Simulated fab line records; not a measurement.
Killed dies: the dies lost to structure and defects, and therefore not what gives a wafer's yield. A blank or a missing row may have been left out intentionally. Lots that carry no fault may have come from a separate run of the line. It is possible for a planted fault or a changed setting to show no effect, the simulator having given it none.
Which tool is to blame? / flow nand_harc / Sampling: 24 lots, 72 wafers, 2 of 1302 route steps

== WHAT THE GAUGES SHOWED, per wafer ==
NHARC_P_CONTACT_OVL_MEAS_13.
lot=L075; measured=day 6 05:37; on=overlay-01; overlay_x_nm (nm)=-0.3 -0.6 -0.1; overlay_y_nm (nm)=-0.7 -0.9 -0.4
lot=L074; measured=day 6 06:28; on=overlay-02; overlay_x_nm (nm)=-0.2 0.3 -0.5; overlay_y_nm (nm)=0.0 -0.5 -0.4
lot=L076; measured=day 6 19:19; on=overlay-01; overlay_x_nm (nm)=-0.1 0.2 0.0; overlay_y_nm (nm)=1.5 2.0 1.2
lot=L077; measured=day 7 13:41; on=overlay-01; overlay_x_nm (nm)=0.0 0.0 0.2; overlay_y_nm (nm)=1.5 1.8 1.6
lot=L078; measured=day 7 15:55; on=overlay-02; overlay_x_nm (nm)=-0.7 -1.1 -1.0; overlay_y_nm (nm)=0.2 0.3 0.5
lot=L079; measured=day 8 01:26; on=overlay-02; overlay_x_nm (nm)=-0.9 -1.5 -0.7; overlay_y_nm (nm)=-1.7 -1.5 -1.9
lot=L080; measured=day 8 11:01; on=overlay-02; overlay_x_nm (nm)=-0.1 0.2 -0.2; overlay_y_nm (nm)=-1.3 -0.7 -1.0
lot=L081; measured=day 8 15:17; on=overlay-01; overlay_x_nm (nm)=-0.5 -0.5 -1.0; overlay_y_nm (nm)=-0.2 -0.3 -0.1
lot=L082; measured=day 9 04:31; on=overlay-02; overlay_x_nm (nm)=-0.6 -0.5 -0.4; overlay_y_nm (nm)=0.5 0.0 -0.2
lot=L083; measured=day 9 10:01; on=overlay-02; overlay_x_nm (nm)=0.7 0.7 0.7; overlay_y_nm (nm)=0.6 0.9 0.4
lot=L084; measured=day 10 00:52; on=overlay-01; overlay_x_nm (nm)=0.7 0.5 0.7; overlay_y_nm (nm)=-0.5 -0.8 -0.9
lot=L085; measured=day 10 07:46; on=overlay-01; overlay_x_nm (nm)=0.8 0.1 0.4; overlay_y_nm (nm)=0.7 0.3 0.9
lot=L086; measured=day 11 06:47; on=overlay-01; overlay_x_nm (nm)=0.6 0.6 0.4; overlay_y_nm (nm)=-0.4 0.3 0.0
lot=L087; measured=day 11 22:52; on=overlay-02; overlay_x_nm (nm)=0.2 0.1 -0.5; overlay_y_nm (nm)=1.3 1.0 1.2
lot=L088; measured=day 11 23:41; on=overlay-02; overlay_x_nm (nm)=-0.4 -0.2 0.0; overlay_y_nm (nm)=-0.1 -0.1 -0.4
lot=L089; measured=day 12 10:49; on=overlay-01; overlay_x_nm (nm)=-1.0 -0.6 -0.6; overlay_y_nm (nm)=-1.2 -1.1 -0.3
lot=L090; measured=day 12 20:09; on=overlay-01; overlay_x_nm (nm)=0.5 0.7 0.7; overlay_y_nm (nm)=1.1 1.1 1.2
lot=L091; measured=day 13 09:54; on=overlay-01; overlay_x_nm (nm)=-0.6 -0.5 -0.8; overlay_y_nm (nm)=0.5 0.7 0.6
lot=L092; measured=day 13 18:25; on=overlay-02; overlay_x_nm (nm)=0.3 -0.1 0.0; overlay_y_nm (nm)=-1.2 -0.4 -0.7
lot=L093; measured=day 14 00:59; on=overlay-01; overlay_x_nm (nm)=0.1 0.1 0.2; overlay_y_nm (nm)=-0.1 -0.5 -0.3
lot=L094; measured=day 14 04:43; on=overlay-02; overlay_x_nm (nm)=-0.9 -0.6 -0.8; overlay_y_nm (nm)=-0.4 -0.2 -0.2
lot=L095; measured=day 14 16:32; on=overlay-01; overlay_x_nm (nm)=-0.1 0.0 -0.2; overlay_y_nm (nm)=-0.7 -0.4 -0.8
lot=L096; measured=day 15 01:55; on=overlay-02; overlay_x_nm (nm)=-0.4 0.4 -0.6; overlay_y_nm (nm)=-0.1 0.0 -0.6
lot=L097; measured=day 15 06:50; on=overlay-02; overlay_x_nm (nm)=-0.2 0.6 0.1; overlay_y_nm (nm)=0.4 0.7 0.2

== WHICH TOOL RAN EACH LOT (tool, then ch and the chambers of the sampled wafers, then the start) ==
lot=L075; NHARC_P_CONTACT_DEP_30=pecvd-01 ch 0,2, day 6 03:59
lot=L074; NHARC_P_CONTACT_DEP_30=pecvd-04 ch 0,1,2, day 6 04:53
lot=L076; NHARC_P_CONTACT_DEP_30=pecvd-04 ch 0,1,2, day 6 17:41
lot=L077; NHARC_P_CONTACT_DEP_30=pecvd-01 ch 0,1,2, day 7 12:15
lot=L078; NHARC_P_CONTACT_DEP_30=pecvd-01 ch 0,2, day 7 14:17
lot=L079; NHARC_P_CONTACT_DEP_30=pecvd-03 ch 0,1, day 7 23:58
lot=L080; NHARC_P_CONTACT_DEP_30=pecvd-04 ch 0,1, day 8 09:30
lot=L081; NHARC_P_CONTACT_DEP_30=pecvd-01 ch 0,1,2, day 8 13:39
lot=L082; NHARC_P_CONTACT_DEP_30=pecvd-01 ch 0,1,2, day 9 03:07
lot=L083; NHARC_P_CONTACT_DEP_30=pecvd-04 ch 0,2, day 9 08:24
lot=L084; NHARC_P_CONTACT_DEP_30=pecvd-03 ch 0,1,2, day 9 23:26
lot=L085; NHARC_P_CONTACT_DEP_30=pecvd-03 ch 0,2, day 10 06:20
lot=L086; NHARC_P_CONTACT_DEP_30=pecvd-01 ch 1,2, day 11 05:11
lot=L087; NHARC_P_CONTACT_DEP_30=pecvd-03 ch 0,1, day 11 21:17
lot=L088; NHARC_P_CONTACT_DEP_30=pecvd-03 ch 0,1, day 11 22:04
lot=L089; NHARC_P_CONTACT_DEP_30=pecvd-03 ch 1,2, day 12 09:20
lot=L090; NHARC_P_CONTACT_DEP_30=pecvd-01 ch 0,1,2, day 12 18:38
lot=L091; NHARC_P_CONTACT_DEP_30=pecvd-01 ch 0,1,2, day 13 08:17
lot=L092; NHARC_P_CONTACT_DEP_30=pecvd-03 ch 0,1, day 13 16:47
lot=L093; NHARC_P_CONTACT_DEP_30=pecvd-03 ch 0,2, day 13 23:33
lot=L094; NHARC_P_CONTACT_DEP_30=pecvd-03 ch 0,2, day 14 03:13
lot=L095; NHARC_P_CONTACT_DEP_30=pecvd-03 ch 0,1,2, day 14 15:02
lot=L096; NHARC_P_CONTACT_DEP_30=pecvd-01 ch 0,1,2, day 15 00:27
lot=L097; NHARC_P_CONTACT_DEP_30=pecvd-03 ch 0,2, day 15 05:22
- NHARC_P_CONTACT_DEP_30: deposits SiNx, target thk 30 nm.

== AS READ BY THE TOOLS THEMSELVES (means over the sampled wafers that have a number; for cases with no such wafer, the mark the record gives instead) ==
NHARC_P_CONTACT_DEP_30.
lot=L075; tool=pecvd-01; heater_power_w (W)=835
lot=L074; tool=pecvd-04; heater_power_w (W)=771
lot=L076; tool=pecvd-04; heater_power_w (W)=742
lot=L077; tool=pecvd-01; heater_power_w (W)=748
lot=L078; tool=pecvd-01; heater_power_w (W)=801
lot=L079; tool=pecvd-03; heater_power_w (W)=747
lot=L080; tool=pecvd-04; heater_power_w (W)=831
lot=L081; tool=pecvd-01; heater_power_w (W)=768
lot=L082; tool=pecvd-01; heater_power_w (W)=753
lot=L083; tool=pecvd-04; heater_power_w (W)=833
lot=L084; tool=pecvd-03; heater_power_w (W)=708
lot=L085; tool=pecvd-03; heater_power_w (W)=767
lot=L086; tool=pecvd-01; heater_power_w (W)=768
lot=L087; tool=pecvd-03; heater_power_w (W)=624
lot=L088; tool=pecvd-03; heater_power_w (W)=657
lot=L089; tool=pecvd-03; heater_power_w (W)=632
lot=L090; tool=pecvd-01; heater_power_w (W)=783
lot=L091; tool=pecvd-01; heater_power_w (W)=749
lot=L092; tool=pecvd-03; heater_power_w (W)=768
lot=L093; tool=pecvd-03; heater_power_w (W)=819
lot=L094; tool=pecvd-03; heater_power_w (W)=752
lot=L095; tool=pecvd-03; heater_power_w (W)=730
lot=L096; tool=pecvd-01; heater_power_w (W)=836
lot=L097; tool=pecvd-03; heater_power_w (W)=803

== THE ANSWER, worked out from the rows above alone ==
Rule: usual is defined by the lots themselves. The widest of any qualifying gaps counts: lots, ordered by their means at a reading, are off when they make up no more than a third of the lots, leave a main group of 4 or more, and stand apart from it by 3 or more times the standard deviation of that group's means. A main group is skipped when, at the precision printed for the reading in the tables above, its means are all equal. A lot without any number at a reading at which 4 lots or more have one is off too. Any other lot the step has rows for is counted as sound. After the gauges, taken in route order, come the tools' own readings; for these a lot's mean is taken, as printed above. The first step at which some lot is off is used, and at that step the reading that is off furthest; a lot without a number counts as furthest.
Nothing can be told from this: no lot is off at any reading shown.

== WHAT THE SIMULATOR PUT IN ==
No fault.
